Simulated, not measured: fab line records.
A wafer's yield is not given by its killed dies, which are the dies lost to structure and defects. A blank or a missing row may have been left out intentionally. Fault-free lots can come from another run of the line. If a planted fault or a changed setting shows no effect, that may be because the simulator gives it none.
Chamber matching    flow n5_finfet    rie_diel-06 running N5_FIN_SAQP_ETCH_52: 4 sister chambers
The step etches SOC in N2/H2, target depth 100 nm, overetch 20 nm, time 150 s. 4 wafers are shown with their chamber, then 10 later ones without.

WAFERS, EACH WITH ITS CHAMBER
wafer   chamber  showerhead_plenum_p_Torr (Torr)
L082.6  0        2.39
L084.4  1        2.61
L086.2  3        2.56
L086.3  2        2.51

WAFERS MISSING THEIR CHAMBER
wafer   showerhead_plenum_p_Torr (Torr)
L086.6  2.56
L087.2  2.71
L087.4  2.71
L087.6  2.51
L090.2  2.51
L090.4  2.71
L090.6  2.71
L092.1  2.55
L092.3  2.51
L092.4  2.71

EACH ONE'S CHAMBER
wafer   from the rows above                in truth
L086.6  can't be placed: 3 or 1 or 2       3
L087.2  can't be placed: 1 or 3 or 2       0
L087.4  can't be placed: 1 or 3 or 2       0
L087.6  can't be placed: 2 or 3 or 1 or 0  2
L090.2  can't be placed: 2 or 3 or 1 or 0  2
L090.4  can't be placed: 1 or 3 or 2       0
L090.6  can't be placed: 1 or 3 or 2       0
L092.1  can't be placed: 3 or 2 or 1       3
L092.3  can't be placed: 2 or 3 or 1 or 0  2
L092.4  can't be placed: 1 or 3 or 2       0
0 of 10 placed correctly. Unplaceable from these rows: 10, with the true chamber sitting among the candidates in 5. 0 placed wrongly.
How it was worked out, from the rows above alone: a wafer's distance from a chamber is the root of the sum, over the readings, of the square of ((its reading less the chamber's mean) divided by the reading's scatter). If the next closest chamber is less than 2 further off than the closest, the wafer can't be placed; otherwise it belongs to the closest. A chamber's mean is the mean of its shown wafers. The scatter: root of mean squared gap, hidden wafer to nearest shown wafer, with one shown wafer a chamber.
